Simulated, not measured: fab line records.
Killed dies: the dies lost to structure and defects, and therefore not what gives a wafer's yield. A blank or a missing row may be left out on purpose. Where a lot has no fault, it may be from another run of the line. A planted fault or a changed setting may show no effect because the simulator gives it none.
Matching of chambers -- flow n5Finfet -- rieSi-01 running N5_DUMMY_GATE_ETCH_32: 4 sister chambers
The step etches SiO2 in CF4, target depth 3.5 nm, time 3.9 s. 18 wafers are shown with their chamber, then 8 later ones without.

== EACH WAFER AND ITS CHAMBER ==
wafer,chamber,throttleValvePct (%),drypumpMotorCurrentA (A),oesProductAu (a.u.)
L076.1,1,21.89,5.8,1.016
L076.3,0,21.82,5.7,0.962
L076.4,3,21.77,5.1,1.024
L081.3,3,21.75,5.1,1.021
L081.4,2,22.10,6.0,0.994
L081.5,0,21.84,5.6,0.961
L082.1,1,21.90,5.8,1.015
L082.3,3,21.76,5.1,1.013
L082.4,0,21.84,5.6,0.966
L084.2,3,21.75,5.2,1.015
L084.4,2,22.10,6.0,1.003
L084.5,1,21.89,5.8,0.999
L087.1,1,21.89,5.8,1.006
L087.3,0,21.82,5.7,0.968
L087.6,0,21.81,5.6,0.957
L088.1,3,21.78,5.1,1.028
L088.5,0,21.82,5.7,0.968
L088.6,1,21.88,5.8,1.011

SIGNATURES, as means of the wafers listed above
reading,chamber 0,chamber 1,chamber 2,chamber 3,scatter within a chamber
throttleValvePct,21.8250,21.8900,22.1000,21.7620,0.0108
drypumpMotorCurrentA,5.650,5.800,6.000,5.120,0.0405
oesProductAu,0.96367,1.00940,0.99850,1.02020,0.00592
Rule: for each reading, subtract the chamber's mean from the wafer's reading, divide by that reading's scatter and square the result; add these up over the readings and take the root, which gives the wafer's distance from the chamber. The wafer belongs to the nearest chamber; if the next one is less than 2 further off, it can't be placed. The scatter is the square root of a quotient: the sum, over the shown wafers, of each reading's squared deviation from its chamber's mean, divided by wafers minus chambers.

== WAFERS WITH NO CHAMBER GIVEN ==
wafer,throttleValvePct (%),drypumpMotorCurrentA (A),oesProductAu (a.u.)
L089.3,21.81,5.7,0.962
L089.4,21.77,5.1,1.017
L089.5,21.76,5.1,1.015
L091.1,21.76,5.1,1.032
L091.2,21.88,5.8,1.018
L092.2,22.10,6.0,1.017
L092.3,21.76,5.1,1.033
L092.4,21.90,5.8,1.030

== WHICH CHAMBER EACH ONE RAN IN ==
wafer,from the rows above,in truth
L089.3,0,0
L089.4,3,3
L089.5,3,3
L091.1,3,3
L091.2,1,1
L092.2,2,2
L092.3,3,3
L092.4,1,1
Placed correctly: 8 of 8. Not placeable from these rows: 0. 0 placed wrongly.
